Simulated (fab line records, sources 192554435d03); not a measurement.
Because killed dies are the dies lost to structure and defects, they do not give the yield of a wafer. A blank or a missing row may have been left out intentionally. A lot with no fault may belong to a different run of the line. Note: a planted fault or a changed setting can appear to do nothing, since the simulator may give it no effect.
Chamber matching	flow n5 finfet	rie diel-05 running N5_BEOL_M4_STRIP_19: 4 sister chambers
The step strips in O2. 8 wafers are shown with their chamber, then 12 later ones without.

WAFERS PAIRED WITH THEIR CHAMBERS
wafer	chamber	drypump motor current A (A)	throttle valve pct (%)
L084.3	0	5.09	17.04
L087.2	1	5.55	16.57
L088.1	3	5.60	16.56
L088.2	0	5.12	17.06
L088.4	1	5.53	16.59
L090.2	2	5.90	16.66
L090.4	2	5.88	16.65
L090.6	3	5.61	16.58

WAFERS WITHOUT THEIR CHAMBER
wafer	drypump motor current A (A)	throttle valve pct (%)
L094.2	5.53	16.63
L094.3	5.62	16.58
L094.5	5.60	16.58
L091.1	5.54	16.61
L091.2	5.60	16.60
L091.3	5.92	16.68
L091.4	5.94	16.66
L091.5	5.56	16.62
L091.6	5.61	16.59
L096.1	5.59	16.58
L096.4	5.92	16.67
L096.6	5.60	16.59

WHICH CHAMBER EACH ONE RAN IN
wafer	from the rows above	in truth
L094.2	1	1
L094.3	3	3
L094.5	3	3
L091.1	1	1
L091.2	can't be placed: 3 or 1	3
L091.3	2	2
L091.4	2	2
L091.5	can't be placed: 1 or 3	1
L091.6	3	3
L096.1	3	3
L096.4	2	2
L096.6	3	3
Correctly placed: 10 of 12. Cannot be placed on the basis of these rows: 2; the candidates contain the true chamber in 2. 0 placed wrongly.
How it was worked out, from the rows above alone: a wafer's distance from a chamber is the root of the sum, over the readings, of the square of ((its reading less the chamber's mean) divided by the reading's scatter). If the next closest chamber is less than 2 further off than the closest, the wafer can't be placed; otherwise it belongs to the closest. Each chamber's mean is taken over the wafers shown for it. The scatter: the root of (the sum of the squares of (reading less its chamber's mean) over the shown wafers, divided by (wafers less chambers)).
